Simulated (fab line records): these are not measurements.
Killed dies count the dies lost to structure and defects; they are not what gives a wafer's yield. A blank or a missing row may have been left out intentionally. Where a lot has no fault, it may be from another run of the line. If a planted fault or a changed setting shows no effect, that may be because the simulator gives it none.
A single fault, viewed from 3 desks + flow n5_finfet + numbers are kept per desk, each desk with only its own; the story behind them comes last

## THE DEFECT DESK
Counts from the inspections along the route, per lot, as means over the sampled wafers that have a number. A lot is out of limits, marked OUT, if its mean lies more than 4 standard deviations from the usual mean; the brackets give that distance.
Columns: A = raw_defect_count at N5_PMOS_HMC_CHANNEL_EPI_INSPECT_11, usual 2.1
| lot  | first seen here | A   |
|------|-----------------|-----|
| L584 | day 3 05:13     | 2.7 |
| L587 | day 3 23:50     | 0.7 |
| L588 | day 4 05:49     | 3.7 |
| L589 | day 4 12:01     | 1.3 |
| L590 | day 4 17:20     | 2.3 |
| L597 | day 6 11:03     | 0.3 |
| L598 | day 6 17:15     | 1.0 |
This desk's verdict: no lot among the 7 shows anything out of limits.

## FROM THE METROLOGY DESK
Lot by lot, what the gauges showed, no matter which tool ran the lot: averages of those sampled wafers that carry a number. A lot is out of limits, marked OUT, if its mean lies more than 4 standard deviations from the usual mean; the brackets give that distance. Of its 12 readings 7 are shown: those that lie furthest out on some lot.
Columns: A = cd_nm at N5_PMOS_HMC_CHANNEL_EPI_CD_MEAS_09, usual 237.3 nm; B = DIBL_P at N5_BEOL_M4_RC_MEAS_101, usual 36.1 mV/V; C = IOFF_P at N5_BEOL_M4_RC_MEAS_101, usual 0.215 nA/um; D = ION_P at N5_BEOL_M4_RC_MEAS_101, usual 463 uA/um; E = SS_P at N5_BEOL_M4_RC_MEAS_101, usual 73.3 mV/dec; F = VT_N at N5_BEOL_M4_RC_MEAS_101, usual 250.6 mV; G = VT_P at N5_BEOL_M4_RC_MEAS_101, usual -249 mV
| lot  | first seen here | A     | B    | C     | D   | E    | F     | G    |
|------|-----------------|-------|------|-------|-----|------|-------|------|
| L584 | day 3 05:10     | 238.0 | 37.1 | 0.264 | 474 | 73.5 | 249.2 | -244 |
| L587 | day 3 23:47     | 237.9 | 36.1 | 0.185 | 466 | 72.6 | 251.6 | -251 |
| L588 | day 4 05:46     | 237.7 | 39.1 | 0.247 | 467 | 73.8 | 250.9 | -247 |
| L589 | day 4 11:58     | 235.6 | 36.8 | 0.227 | 460 | 74.1 | 247.6 | -249 |
| L590 | day 4 17:17     | 238.0 | 36.7 | 0.256 | 472 | 72.7 | 246.2 | -244 |
| L597 | day 6 10:59     | 237.5 | 35.7 | 0.215 | 457 | 73.4 | 250.9 | -251 |
| L598 | day 6 17:12     | 236.3 | 35.2 | 0.181 | 459 | 72.7 | 252.6 | -253 |
This desk's verdict: no lot among the 7 shows anything out of limits.

## DESK OF THE TOOL OWNER: rie_diel-01
The tool's own readings at N5_PMOS_HMC_CHANNEL_EPI_ETCH_32 (etches BARC in N2/H2, stops on SiO2, target depth 85.8 nm, time 50.3 s): means of the sampled wafers that have a number, for each lot that ran on this tool. A lot is out of limits, marked OUT, if its mean lies more than 4 standard deviations from the usual mean; the brackets give that distance.
Columns: A = bias_w at N5_PMOS_HMC_CHANNEL_EPI_ETCH_32, usual 150.0 W; B = drypump_motor_current_A at N5_PMOS_HMC_CHANNEL_EPI_ETCH_32, usual 5.8 A; C = h2_flow_sccm at N5_PMOS_HMC_CHANNEL_EPI_ETCH_32, usual 200.1 sccm; D = oes_product_au at N5_PMOS_HMC_CHANNEL_EPI_ETCH_32, usual 0.67 a.u.; E = rf_vpp_V at N5_PMOS_HMC_CHANNEL_EPI_ETCH_32, usual 523.2 V; F = showerhead_plenum_p_Torr at N5_PMOS_HMC_CHANNEL_EPI_ETCH_32, usual 2.52 Torr; G = throttle_valve_pct at N5_PMOS_HMC_CHANNEL_EPI_ETCH_32, usual 17.94 %
| lot  | first seen here | A               | B   | C     | D    | E               | F    | G     |
|------|-----------------|-----------------|-----|-------|------|-----------------|------|-------|
| L584 | day 3 05:17     | 149.9           | 5.7 | 199.5 | 0.67 | 524.1           | 2.54 | 17.93 |
| L587 | day 3 23:54     | 150.0           | 5.6 | 200.5 | 0.68 | 524.8           | 2.59 | 17.91 |
| L588 | day 4 05:53     | 171.2 (+43) OUT | 5.7 | 199.8 | 0.67 | 569.3 (+18) OUT | 2.54 | 17.95 |
| L589 | day 4 12:05     | 170.4 (+42) OUT | 5.7 | 200.0 | 0.66 | 566.8 (+17) OUT | 2.47 | 17.94 |
| L590 | day 4 17:41     | 171.0 (+43) OUT | 5.4 | 200.4 | 0.65 | 568.8 (+18) OUT | 2.54 | 17.90 |
Finding of this desk: L588, L589, L590 out of limits; the first was L588 at day 4 05:53, on bias_w at N5_PMOS_HMC_CHANNEL_EPI_ETCH_32. In limits: L584, L587.

## TAKEN TOGETHER
An alarm could have come from the tool owner's desk at day 4 05:53, on L588, L589, L590.
The defect desk saw nothing out of limits.
At the metrology desk, nothing out of limits was observed.
The defect desk has L588, L589, L590 on record, within its limits.
The metrology desk has L588, L589, L590 on record, within its limits.
Every lot named ran N5_PMOS_HMC_CHANNEL_EPI_ETCH_32 on rie_diel-01.

## WHAT THE SIMULATOR PUT IN
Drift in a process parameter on rie_diel-01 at N5_PMOS_HMC_CHANNEL_EPI_ETCH_32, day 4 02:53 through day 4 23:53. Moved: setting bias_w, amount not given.
Struck lots among those shown: L588, L589, L590.
Delay in hours, fault start to first out-of-limits reading, by desk: the tool owner's desk at 3.
